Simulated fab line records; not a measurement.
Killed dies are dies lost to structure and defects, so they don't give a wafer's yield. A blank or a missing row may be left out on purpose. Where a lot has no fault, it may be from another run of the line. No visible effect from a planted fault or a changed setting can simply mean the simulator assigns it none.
fab line records    flow nand_harc
record lots=13  wafers=37  last_day=34
route steps=1302 shown P_ZERO_WELL@9 P_STI@84 END@1302
lots that met no fault: taken from a fault-free run of the same line
start_h: hours from the record's first day to the start of the lot's first wafer shown    wait_h: hours elapsed since this lot's preceding step    " the same as in the row above    L1.1+2: a single row standing in for several wafers    - no value, or no start was given    * or withheld: withheld    < > ~ a bound
route shown NAME@n: names a module that has steps shown in the file, with the first one's number in the route    usual: mean and standard deviation over wafers with no fault    same: alike in all rows    chamber/n: place in a boat    sites: per-site readings    _std_site: their standard deviation    _edge_site: inner sites' mean taken away from outer sites' mean    radius_mm: for every site, how far away it sits from the centre of the wafer    mask NAME#n: copy n    behind: the most recent tool/chamber to have shaped the wafer    hold: why the lot was held/for how many hours/how that ended    device: which transistor (n, p or np) failed to switch    end of line: the route-end tests of the same wafers    a step with no rows: only its recipe    killed: dies lost to structure and defects at the first sort, not the wafer's yield    map: dies across one wafer; x = killed, . = not, _ = none there
set.NAME: the setting the step ran with; set.NAME@STEP: the setting that earlier step ran with    model.NAME: the simulator's own value behind a step, which no gauge read
a sample of lots followed through the steps of the route, with each step as a table and each wafer as a row
services: from which hour (start_h, from the record's first day; less than 0 if before it) a tool's chamber was out of use, for how many hours, and why
## steps
# step NHARC_P_ZERO_WELL_SOFTBAKE_06
# recipe temp_c=125  time_s=70
# usual heater_power_total_W=201.0/1.3  plate_temp_C=125.03/0.14
lot.wafer  tool            chamber  start_h  wait_h  heater_power_total_W  plate_temp_C
L970.2     litho_track-03  0        30       -       202.6                 124.79
L970.5     "               0        "        "       201.1                 124.76
L970.6     "               0        "        "       199.8                 124.74
L971.1     litho_track-03  0        40       -       202.5                 125.08
L971.2     "               0        "        "       202.6                 124.98
L971.6     "               0        "        "       202.6                 125.25
L973.2     litho_track-05  0        60       -       199.6                 124.81
L973.3     "               0        "        "       201.1                 125.03
L973.4     "               0        "        "       200.0                 124.80
L975.3     litho_track-05  0        80       -       201.1                 125.06
L975.5     "               0        "        "       202.5                 125.13
L975.6     "               0        "        "       199.7                 125.01
L976.4     litho_track-05  0        90       -       201.8                 125.08
L976.6     "               0        "        "       223.9                 -
L978.2     litho_track-05  0        110      -       200.9                 124.81
L978.6     "               0        "        "       224.9                 -
L984.1     litho_track-03  0        170      -       201.6                 124.91
L984.4     "               0        "        "       200.8                 125.08
L984.5     "               0        "        "       199.3                 125.02
L987.2     litho_track-05  0        200      -       199.7                 124.81
L987.4     "               0        "        "       201.6                 125.05
L987.5     "               0        "        "       199.3                 124.99
L988.4     litho_track-07  0        210      -       202.7                 124.80
L988.5     "               0        "        "       199.2                 125.06
L988.6     "               0        "        "       202.5                 124.93
L989.1     litho_track-07  0        220      -       202.7                 125.00
L989.4     "               0        "        "       202.4                 124.99
L989.6     "               0        "        "       199.8                 125.07
L990.1     litho_track-05  0        230      -       198.8                 125.20
L990.3     "               0        "        "       201.0                 125.15
L990.6     "               0        "        "       199.2                 125.14
L991.1     litho_track-07  0        240      -       202.5                 125.00
L991.4     "               0        "        "       199.0                 125.12
L991.6     "               0        "        "       202.6                 125.06
L992.2     litho_track-07  0        250      -       202.1                 125.17
L992.3     "               0        "        "       199.8                 125.27
L992.5     "               0        "        "       199.0                 125.26
# step NHARC_P_ZERO_WELL_DESCUM_13
# recipe time_s=3  o2_flow_sccm=200  ar_flow_sccm=0  bias_power_w=0  chemistry=O2
# usual drypump_motor_current_A=6.15/0.22  oes_product_au=0.999/0.0099  rf_vpp_V=57.5/0.85  showerhead_plenum_p_Torr=1.87/0.07  throttle_valve_pct=11.312/0.0094
# same bias_power_w=0
lot.wafer  tool         chamber  start_h  wait_h  drypump_motor_current_A  oes_product_au  rf_hours_counter_h  rf_vpp_V  showerhead_plenum_p_Torr  throttle_valve_pct
L970.2     rie_diel-05  1        31.42    -       6.04                     0.995           40                  56.5      1.90                      11.325
L970.6     "            2        "        "       6.12                     0.992           -                   57.9      1.86                      11.321
L970.5     "            3        "        "       6.38                     0.996           -                   56.6      1.80                      11.310
L971.1     rie_diel-05  2        41.40    -       6.14                     1.000           43                  56.5      1.86                      11.321
L971.2     "            1        "        "       6.06                     1.000           42                  56.1      1.90                      11.298
L971.6     "            2        "        "       6.11                     0.994           -                   56.3      1.86                      11.305
L973.2     rie_diel-08  3        61.43    -       6.29                     0.989           16                  56.3      1.87                      11.319
L973.3     "            1        "        "       5.92                     1.001           19                  58.1      1.77                      11.311
L973.4     "            2        "        "       6.33                     0.992           17                  57.8      1.81                      11.308
L975.3     rie_diel-08  0        81.42    -       6.46                     0.995           24                  57.2      1.96                      11.304
L975.5     "            1        "        "       5.94                     1.002           -                   56.0      1.77                      11.324
L975.6     "            2        "        "       6.31                     1.005           -                   57.4      1.80                      11.320
L976.4     rie_diel-05  0        91.28    -       5.81                     0.998           4                   57.1      1.91                      11.316
L976.6     "            0        "        "       5.81                     0.997           -                   57.8      1.91                      11.306
L978.2     rie_diel-05  3        111.28   -       6.39                     1.024           16                  57.8      1.80                      11.320
L978.6     "            3        "        "       6.39                     1.012           -                   56.2      1.80                      11.335
L984.1     rie_diel-05  3        171.40   -       6.39                     1.014           40                  57.2      1.79                      11.313
L984.4     "            0        "        "       5.82                     0.983           35                  56.6      1.90                      11.316
L984.5     "            0        "        "       5.81                     0.987           -                   58.0      1.90                      11.318
L987.4     rie_diel-09  1        201.40   -       5.56                     0.994           21                  58.9      2.05                      11.312
L987.2     "            2        "        "       6.25                     1.004           20                  57.6      1.84                      11.304
L987.5     "            0        "        "       6.43                     0.991           -                   57.6      1.83                      11.327
L988.5     rie_diel-08  0        211.42   -       6.42                     1.008           -                   56.2      1.95                      11.318
L988.4     "            2        "        "       6.35                     1.008           -                   56.1      1.79                      11.308
L988.6     "            3        "        "       6.28                     1.017           -                   57.6      1.86                      11.302
L989.1     rie_diel-05  1        221.51   -       6.07                     0.997           48                  57.0      1.88                      11.304
L989.4     "            0        "        "       5.82                     0.991           52                  57.0      1.90                      11.310
L989.6     "            2        "        "       6.12                     1.004           -                   57.8      1.84                      11.306
L990.1     rie_diel-08  3        233.98   -       6.31                     1.001           10                  56.8      1.86                      11.307
L990.3     "            1        "        "       5.93                     1.005           12                  59.7      2.07                      11.316
L990.6     "            3        "        "       6.29                     1.007           -                   57.1      1.86                      11.306
L991.1     rie_diel-05  0        241.30   -       5.85                     1.011           1                   58.1      1.90                      11.322
L991.4     "            1        "        "       6.06                     0.994           1                   57.0      1.88                      11.306
L991.6     "            1        "        "       6.09                     0.987           -                   58.3      1.88                      11.325
L992.3     rie_diel-08  2        251.69   -       6.31                     1.005           21                  58.3      1.78                      11.313
L992.2     "            3        "        "       6.28                     1.002           19                  56.1      1.85                      11.311
L992.5     "            2        "        "       6.32                     1.006           -                   58.2      1.78                      11.323
# step NHARC_P_STI_OVL_MEAS_10
# usual overlay_x_nm=-2/7.5  overlay_y_nm=2/5.4
lot.wafer  tool        chamber  start_h  wait_h  overlay_x_nm  overlay_y_nm
L970.2     overlay-02  -        54.30    -       1             3
L970.5     "           -        "        "       1             3
L970.6     "           -        "        "       0             3
L971.1     overlay-02  -        64.17    -       -5            4
L971.2     "           -        "        "       -4            4
L971.6     "           -        "        "       -4            4
L973.2     overlay-01  -        83.33    -       5             0
L973.3     "           -        "        "       5             0
L973.4     "           -        "        "       5             0
L975.3     overlay-01  -        103.54   -       -5            -4
L975.5     "           -        "        "       -5            -4
L975.6     "           -        "        "       -5            -5
L976.4     overlay-01  -        112.05   -       12            3
L976.6     "           -        "        "       11            2
L978.2     overlay-02  -        131.55   -       -6            7
L978.6     "           -        "        "       -7            8
L984.1     overlay-02  -        193.46   -       -11           -5
L984.4     "           -        "        "       -12           -5
L984.5     "           -        "        "       -12           -4
L987.2     overlay-01  -        222.70   -       -3            6
L987.4     "           -        "        "       -3            5
L987.5     "           -        "        "       -2            6
L988.4     overlay-01  -        236.53   -       -11           -6
L988.5     "           -        "        "       -10           -6
L988.6     "           -        "        "       -10           -6
L989.1     overlay-01  -        246.98   -       -3            -1
L989.4     "           -        "        "       -3            -1
L989.6     "           -        "        "       -2            -1
L990.1     overlay-01  -        257.87   -       0             5
L990.3     "           -        "        "       0             5
L990.6     "           -        "        "       -1            5
L991.1     overlay-01  -        262.51   -       -13           12
L991.4     "           -        "        "       -13           12
L991.6     "           -        "        "       -13           12
L992.2     overlay-01  -        272.26   -       -12           4
L992.3     "           -        "        "       -12           4
L992.5     "           -        "        "       -12           4
# step NHARC_P_STI_ETCH_42
# recipe target_depth_a=800  overetch_a=240  time_s=61  ion_energy_ev=200  n2_flow_sccm=150  h2_flow_sccm=150  ar_flow_sccm=0  rf_w=400  bias_w=150  chemistry=N2/H2
# usual drypump_motor_current_A=5.60/0.23  oes_product_au=1.003/0.0098  rf_vpp_V=431.1/2.2  showerhead_plenum_p_Torr=2.06/0.074  throttle_valve_pct=14.172/0.0094
lot.wafer  tool         chamber  start_h  wait_h  drypump_motor_current_A  oes_product_au  rf_hours_counter_h  rf_vpp_V  showerhead_plenum_p_Torr  throttle_valve_pct
L970.2     rie_diel-06  0        54.57    0.1     5.51                     1.010           3.4                 427.0     1.97                      14.189
L970.6     "            1        "        "       5.83                     1.022           -                   434.3     2.18                      14.177
L970.5     "            2        "        "       5.81                     1.023           -                   431.5     2.10                      14.164
L971.1     rie_diel-06  1        64.44    0.1     5.82                     1.015           5.2                 435.4     2.18                      14.162
L971.2     "            2        "        "       5.80                     1.016           5.3                 432.3     2.10                      14.167
L971.6     "            1        "        "       5.83                     1.017           -                   433.9     2.18                      14.160
L973.2     rie_diel-06  1        83.58    0.1     5.79                     1.007           6.8                 433.3     2.18                      14.184
L973.4     "            3        "        "       5.39                     1.004           5.9                 428.7     2.01                      14.179
L973.3     "            0        "        "       5.53                     0.986           6.0                 427.7     1.97                      14.176
L975.3     rie_diel-01  3        103.80   0.1     5.90                     0.987           3.0                 427.7     1.97                      14.180
L975.5     "            1        "        "       5.22                     1.001           -                   429.8     2.01                      14.167
L975.6     "            2        "        "       5.48                     1.015           -                   431.9     2.07                      14.172
L976.4     rie_diel-11  2        112.33   0.1     5.17                     1.020           3.3                 431.7     2.08                      14.175
L976.6     "            0        "        "       5.64                     0.997           -                   429.1     1.98                      14.183
L978.2     rie_diel-01  1        131.81   0.1     5.22                     0.989           4.2                 428.5     2.01                      14.164
L978.6     "            1        "        "       5.22                     1.006           -                   429.3     2.01                      14.166
L984.1     rie_diel-06  0        193.73   0.1     5.52                     1.000           3.0                 430.0     1.96                      14.177
L984.4     "            3        "        "       5.43                     1.002           2.8                 428.7     2.01                      14.152
L984.5     "            0        "        "       5.51                     0.988           -                   427.8     1.96                      14.168
L987.2     rie_diel-06  1        222.96   0.1     5.81                     1.009           3.9                 434.0     2.18                      14.177
L987.4     "            2        "        "       5.77                     0.998           3.8                 432.1     2.09                      14.184
L987.5     "            1        "        "       5.86                     1.015           -                   434.0     2.18                      14.154
L988.4     rie_diel-01  3        236.79   0.1     5.90                     0.989           1.7                 429.0     1.97                      14.166
L988.5     "            3        "        "       5.90                     0.996           -                   428.6     1.97                      14.165
L988.6     "            0        "        "       5.81                     1.003           -                   435.1     2.17                      14.187
L989.1     rie_diel-06  3        247.24   0.1     5.41                     1.015           5.2                 430.6     2.01                      14.161
L989.4     "            0        "        "       5.52                     0.997           5.4                 429.1     1.96                      14.171
L989.6     "            3        "        "       5.41                     1.017           -                   428.8     2.01                      14.183
L990.1     rie_diel-06  2        258.13   0.1     5.79                     1.001           5.7                 433.1     2.09                      14.163
L990.3     "            3        "        "       5.41                     1.009           5.5                 430.4     2.01                      14.183
L990.6     "            0        "        "       5.53                     0.994           -                   427.5     1.96                      14.169
L991.1     rie_diel-06  2        262.86   0.1     5.81                     1.010           6.0                 432.4     2.09                      14.171
L991.4     "            1        "        "       5.80                     1.012           5.9                 433.6     2.18                      14.162
L991.6     "            2        "        "       5.80                     1.000           -                   431.4     2.09                      14.168
L992.3     rie_diel-06  0        272.51   0.1     5.51                     1.007           7.1                 429.5     1.96                      14.156
L992.2     "            1        "        "       5.84                     1.003           6.7                 434.5     2.18                      14.172
L992.5     "            0        "        "       5.51                     0.991           -                   427.5     1.96                      14.184
# step NHARC_END_SORT_01
# recipe temp_c=25
# usual killed_at_array=59/20  killed_at_other=0.8/1.2  killed_at_periphery=3.5/2.2  killed_dies=63/20  killed_open=3.3/1.8  killed_short=2.6/1.7
# same gross_dies=677
lot.wafer  tool       chamber  start_h  wait_h  killed_at_array  killed_at_other  killed_at_periphery  killed_dies  killed_open  killed_short
L987.2     prober-01  0        736.17   2.8     91               0                6                    97           4            5
L987.4     prober-01  0        737.77   3.4     82               0                5                    87           2            3
L987.5     prober-01  0        738.57   3.7     87               0                8                    95           5            3
# killed by level:class
L987.2 A_CHANNEL_HOLE_D1:chamber_film_flake=29 A_SLIT:chamber_film_flake=26 A_CHANNEL_HOLE_D2:chamber_film_flake=21 A_SGD_CUT:chamber_film_flake=3 A_WL_FILL:chamber_film_flake=2 A_CONTACT:chamber_film_flake=2 P_STI:geometric_particle:short=1 P_STI:geometric_particle:open=1
L987.4 A_CHANNEL_HOLE_D1:chamber_film_flake=36 A_SLIT:chamber_film_flake=26 A_CHANNEL_HOLE_D2:chamber_film_flake=15 A_WL_FILL:geometric_particle:open=2 P_ZERO_WELL:chamber_film_flake=2 P_BONDPAD:chamber_film_flake=2 A_SOURCE_PLATE:geometric_particle:short=1 A_CHANNEL_FILL_D1:geometric_particle:short=1
L987.5 A_CHANNEL_HOLE_D1:chamber_film_flake=35 A_SLIT:chamber_film_flake=27 A_CHANNEL_HOLE_D2:chamber_film_flake=16 P_BONDPAD:chamber_film_flake=3 P_M0:geometric_particle:open=2 P_ZERO_WELL:chamber_film_flake=2 A_STAIRCASE:chamber_film_flake=2 A_SGD_CUT:chamber_film_flake=2
## services
tool            chamber  start_h  hours  kind
rie_diel-08     -        13.91    9.0    pm
rie_diel-05     0        14.19    29.0   repair
rie_diel-06     0        21.04    15.7   repair
rie_diel-05     -        52.65    9.0    pm
rie_diel-06     3        60.55    5.9    repair
rie_diel-05     0        61.89    9.4    repair
rie_diel-05     2        70.55    2.5    repair
litho_track-07  -        76.00    7.0    pm
rie_diel-06     3        86.42    9.3    repair
rie_diel-08     -        88.58    0.6    repair
rie_diel-08     3        98.79    11.4   repair
rie_diel-06     0        106.67   7.9    repair
litho_track-05  -        124.00   7.0    pm
rie_diel-05     -        129.09   0.5    repair
rie_diel-08     0        129.61   42.0   repair
rie_diel-06     -        130.23   9.0    pm
rie_diel-05     1        134.03   2.9    repair
rie_diel-06     1        155.53   5.0    repair
rie_diel-08     -        192.87   9.0    pm
rie_diel-08     1        209.01   5.6    repair
rie_diel-06     1        227.82   1.7    repair
rie_diel-05     -        229.65   9.0    pm
litho_track-07  -        251.00   7.0    pm
rie_diel-08     0        257.63   14.1   repair
## key
first_sign step=NHARC_P_ZERO_WELL_SOFTBAKE_06  reading=heater_power_total_W  direction=up  sigmas=18  usual=*  struck=*
effect none on later readings
met_at NHARC_P_ZERO_WELL_SOFTBAKE_06
struck_lots L976,L978
struck_wafers L976.6,L978.6
tester_left_out L976,L978
not_acting_at NHARC_P_ZERO_WELL_DESCUM_13,NHARC_P_STI_OVL_MEAS_10,NHARC_P_STI_ETCH_42
onset_between 80 90
fault kind=process_parameter_drift  tool=litho_track-05  chamber=-  onset_h=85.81  steps=NHARC_P_ZERO_WELL_SOFTBAKE_06  channel=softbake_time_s  offset=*  shape=step  end_h=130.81  scope=struck_wafers_only  acts_in=*  stated=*
# tester_left_out: of these lots the tester's yield and bins aren't shown, on N5 and GAA mostly nor the transistor test; their killed dies are dies lost to structure and defects alone, not to doping, threshold or leakage, so they don't give the yield
